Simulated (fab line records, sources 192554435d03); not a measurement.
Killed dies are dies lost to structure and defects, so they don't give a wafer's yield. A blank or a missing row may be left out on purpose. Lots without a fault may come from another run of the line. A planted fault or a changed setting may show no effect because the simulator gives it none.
Problem report in the 8D (eight disciplines) form, filled by code | flow n5_finfet | the parts of the form that need people (team, actions taken, sign-off) are left out

1. THE PROBLEM
M2_OVL at N5_BEOL_M2_OVL_MEAS_12 reads a mean of 4.0 nm on 6 wafers of 2 lots; wafers without a fault read -0.1 nm with a standard deviation of 0.64. That is +6.4 standard deviations from the usual mean.
First seen on wafer L177.1, day 10 19:15, on overlay-01. The record holds 30 wafers of 10 lots with a number at this step. Rule for "out", or "out of limits": more than 4 standard deviations from the usual mean. The other wafers with a number count as sound.

2. WHAT IT IS AND WHAT IT IS NOT
question                    | is                     | is not
which readings at this step | M2_OVL                 | -
which lots                  | L177, L178             | L160, L161, L164, L165, L167, L173, L175, L181
which wafers of those lots  | all that have a number | -
read on which gauges        | overlay-01, overlay-02 | -
when                        | from day 10 19:15      | up to then (21 sound wafers); but 3 sound wafers of L181 came after

3. SUSPECTS, AND WHAT RULES EACH OUT
Counting: a tool at a process step up to the reading stays a suspect if it ran every lot that is out and no sound lot after the first of them.
- the gauge at N5_BEOL_M2_OVL_MEAS_12: ruled out. The wafers that are out were read on 2 gauges (overlay-01, overlay-02).
- euv_scanner-02 at N5_BEOL_M2_EXPOSE_08 (exposes mask M2): kept. It ran every lot that is out, first L177 (day 10 19:05), and no sound lot after that; its last sound lot up to then is L175 (day 10 12:07).
Left after counting: euv_scanner-02 at N5_BEOL_M2_EXPOSE_08.

4. THE CAUSE (what the simulator had put in)
Scanner matching overlay: euv_scanner-02, from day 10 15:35 on, at N5_BEOL_M2_EXPOSE_08. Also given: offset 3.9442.
Counting left only this tool.

5. THE CHAIN OF EFFECTS, in route order
Each row: a reading whose mean over the struck wafers that have a number lies more than 3 standard deviations from the usual. Only readings for which the record gives a usual standard deviation are gone through. hours: the time from each lot's start at the first step in this table that gives one to its start at this step, as a median over the lots. sigmas: the change in usual standard deviations.
hours | step                   | reading | usual   | on struck wafers | change | sigmas
0     | N5_BEOL_M2_OVL_MEAS_12 | M2_OVL  | -0.1 nm | 4.0              | +4.1   | +6.4
Later measuring or inspecting steps at which every struck wafer that the step has a row for has a number for every such reading, and none has moved that far: N5_BEOL_M2_INSPECT_13, N5_BEOL_M4_RC_MEAS_101.

6. WHAT WOULD HAVE CAUGHT IT SOONER
In this record the first reading out of limits at a measuring or inspecting step was taken at day 10 19:15, 4 hours after the fault began at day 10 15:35.
Of the tool readings at N5_BEOL_M2_EXPOSE_08 for which the record gives a usual standard deviation, none was out on any struck wafer, so an alarm limit of 4 standard deviations on them would not have fired.
Of the lots that are out (2), L178 began N5_BEOL_M2_EXPOSE_08 on euv_scanner-02 after day 10 19:15. A hold on the tool at that time would have spared it.
